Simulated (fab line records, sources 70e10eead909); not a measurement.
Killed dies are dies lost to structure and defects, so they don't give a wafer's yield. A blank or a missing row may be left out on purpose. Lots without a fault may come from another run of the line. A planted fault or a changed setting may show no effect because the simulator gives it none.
A struck lot beside a sound one | flow nand_harc | 14 steps out of a route of 1302
Sound: wafers L834.1, L834.2, L834.4. Struck: wafers L826.4, L826.5, L826.6. The cause comes at the end.
At each step with rows: each side's tool, then ch and its chambers, then its first start. Under that, the readings that differ: sound wafers | struck wafers | difference of the means | sigmas: that difference in standard deviations of wafers without a fault.
alike: readings whose means differ by less than 2 such deviations, and words and numbers that are the same on both sides. not compared: withheld readings, readings that some wafer has no value for, bounds like >300 that may hide the same value, and numbers for which the record gives no deviation and whose values overlap.
The two part at a step that has a row with sigmas, a row that says differs or no value, or rows on one side only. Numbers that don't overlap but have no deviation are shown without sigmas and don't part them. A reading that every wafer of one side lacks parts them only if that side has two wafers or more.

NHARC_A_M1_PRE_CLEAN_32: time 12 s.
  sound on pecvd-02 ch 0,1,2, day 29 04:18; struck on pecvd-04 ch 0,1,2, day 24 14:08
  alike: heater_power_w
NHARC_A_M1_DEP_33: deposits SiCN, target thk 30 nm.
  sound on pecvd-02 ch 0,1,2, day 29 04:25; struck on pecvd-04 ch 0,1,2, day 24 14:18
  alike: heater_power_w
NHARC_A_BONDPAD_DEP_00: deposits SiCN, target thk 250 nm.
  sound on pecvd-04 ch 1,2, day 29 04:56; struck on pecvd-01 ch 0,1,2, day 24 14:52
  alike: heater_power_w
NHARC_A_BONDPAD_CMP_29: polishes SiCN, target thk 200 nm.
  sound on cmp-04 ch 0,2,3, day 29 05:23; struck on cmp-01 ch 1,2,3, day 24 15:11
  alike: motor_current_A
NHARC_A_BONDPAD_THK_MEAS_30: measures by ellipsometry.
  sound on film_metro-02, day 29 05:37; struck on film_metro-01, day 24 15:23
  alike: thk_nm
then, 7 steps without rows for these wafers: NHARC_A_BONDPAD_SRD_31; NHARC_A_BONDPAD_DEHYDRATE_01 (time 120 s); NHARC_A_BONDPAD_HMDS_02 (time 30 s); NHARC_A_BONDPAD_COAT_33 (time 65 s); NHARC_A_BONDPAD_COAT_03 (resist thk 600 nm); NHARC_A_BONDPAD_SOFTBAKE_04 (time 70 s); NHARC_A_BONDPAD_EBR_05.
NHARC_A_BONDPAD_EXPOSE_06: exposes mask A BPAD.
  sound on krf_scanner-03 ch 0, day 29 05:54; struck on krf_scanner-04, day 24 15:41
  no value came back on the struck wafers for exposure_dose_mJ_cm2, focus_offset_nm (nm); on the sound wafers exposure_dose_mJ_cm2 reads 36.96 36.93 36.92
  alike: mask
then, 1 step without rows for these wafers: NHARC_A_BONDPAD_PEB_07 (peb time 80 s).

WHERE THEY PART
Only at NHARC_A_BONDPAD_EXPOSE_06, within this record.

WHY: what the simulator had put in
Skipped step whole: krf_scanner-04, from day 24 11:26 on, at NHARC_A_BONDPAD_EXPOSE_06. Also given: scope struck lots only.
